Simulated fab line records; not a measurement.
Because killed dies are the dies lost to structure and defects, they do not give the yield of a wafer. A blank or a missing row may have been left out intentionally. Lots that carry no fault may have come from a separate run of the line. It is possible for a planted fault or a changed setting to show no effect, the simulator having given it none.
Struck lot and sound lot, side by side | flow nand-harc | 17 out of 1302 route steps
Sound: these wafers, L792.2, L792.3, L792.6. Wafers struck: L789.1, L789.2, L789.3. Last of all comes the cause.
Order at every step that has rows: each side's tool, ch and its chambers, its first start. Under that, the readings that differ: sound wafers | struck wafers | difference of the means | sigmas: that difference in standard deviations of wafers without a fault.
alike: words and numbers the same on both sides, and readings whose means are apart by under 2 such deviations; not compared: readings that were withheld, readings missing a value for some wafer, numbers with overlapping values and no deviation given by the record, and bounds like >300 which may hide the same value.
A row with sigmas, a row that says differs or no value, or rows on one side alone: a step with any of these is where the two part. When numbers do not overlap yet have no deviation, they are printed without sigmas and do not part them. Lack of a reading on every wafer of one side parts them only where that side has two or more wafers.

NHARC_P_M2_INSPECT_11:
  sound on defect-inspect-01 at day 14 13:10; struck on defect-inspect-02 at day 13 18:19
  alike: raw-defect-count
then, 3 steps without rows for these wafers: NHARC_P_M2_DESCUM_14 (chemistry O2, time 3 s); NHARC_P_M2_ETCH_35 (etches the open film in N2/H2, target depth 40 nm, overetch 12 nm, time 43.94 s); NHARC_P_M2_ETCH_15 (etches the open film in C4F8/Ar, target depth 182.5 nm, time 91.2 s).
NHARC_P_M2_CD_MEAS_16:
  sound on cd-sem-02 at day 14 13:32; struck on cd-sem-03 at day 13 18:41
  reading    | sound             | struck            | difference | sigmas
  cd-nm (nm) | 168.4 169.0 167.4 | 172.5 169.5 170.5 | +2.6       | +2
NHARC_P_M2_STRIP_18: strips in N2/H2.
  sound on rie-diel-11 ch 1,2,3, day 14 13:40; struck on rie-diel-04 ch 1,2,3, day 13 18:46
  alike: drypump-motor-current-A, oes-product-au, rf-vpp-V, showerhead-plenum-p-Torr, throttle-valve-pct
  not compared: rf-hours-counter-h
NHARC_P_M2_ETCH_28: etches the open film in CF4/N2, target depth 30 nm, time 72.99 s.
  sound: rie-diel-11 ch 0,1,3; struck: rie-diel-04 ch 1,2,3
  alike: drypump-motor-current-A, oes-product-au, rf-vpp-V, showerhead-plenum-p-Torr, throttle-valve-pct
  not compared: rf-hours-counter-h
then, 1 step without rows for these wafers: NHARC_P_M2_STRIP_19 (strips in post etch residue remover, time 600 s).
NHARC_P_M2_DEGAS_29: time 60 s.
  sound on pvd-sputter-03 at day 14 14:16; struck on pvd-sputter-01 at day 13 19:24
  alike: heater-power-w
then, 1 step without rows for these wafers: NHARC_P_M2_PRE_CLEAN_30 (time 30 s).
NHARC_P_M2_PVD_20: deposits TaN, target thk 5 nm, time 8.06 s.
  sound on pvd-sputter-03; struck on pvd-sputter-01
  alike: cathode-dc-power-W, substrate-temp-c, throttle-valve-pct
then, 1 step without rows for these wafers: NHARC_P_M2_PVD_21 (deposits Cu, target thk 30 nm, time 20.49 s).
NHARC_P_M2_ECD_22: material Cu, target thk 400 nm.
  sound on ecd-cu-02 ch 0,1, day 14 14:37; struck on ecd-cu-01 ch 0,1, day 13 19:46
  no value came back on the struck wafers for bath-heat-duty-pct (%), bath-temp-c (C); on the sound wafers bath-heat-duty-pct (%) reads 6.4 7.3 6.9
NHARC_P_M2_ANNEAL_31: time 90 s.
  sound on rtp-anneal-02 ch 0, day 14 15:02; struck on rtp-anneal-02 ch 0, day 13 20:08
  alike: anneal-temp-c, wafer_temp_C_max
NHARC_P_M2_CMP_23: polishes, t overpolish 20 s, target thk 144.3 nm.
  sound on cmp-02 ch 1,2,3, day 14 15:25; struck on cmp-03 ch 0,1,2, day 13 20:29
  reading                | sound    | struck | difference | sigmas
  time-to-endpoint-s (s) | 34 35 31 | 0 0 0  | -33        | -10
  alike: motor-current-A
NHARC_P_M2_THK_MEAS_24: measures by xrf.
  sound on film-metro-01 at day 14 15:40; struck on film-metro-01 at day 13 20:58
  reading     | sound             | struck         | difference | sigmas
  thk-nm (nm) | 143.1 144.7 145.8 | 31.8 31.6 31.0 | -113.1     | -71
  not compared: hold
next, for these wafers, 1 step has no rows: NHARC_END_SORT_01.

== WHERE THEY PART ==
At NHARC_P_M2_CD_MEAS_16 first; at NHARC_P_M2_THK_MEAS_24 last (within this record only).

WHY: what had been put in by the simulator
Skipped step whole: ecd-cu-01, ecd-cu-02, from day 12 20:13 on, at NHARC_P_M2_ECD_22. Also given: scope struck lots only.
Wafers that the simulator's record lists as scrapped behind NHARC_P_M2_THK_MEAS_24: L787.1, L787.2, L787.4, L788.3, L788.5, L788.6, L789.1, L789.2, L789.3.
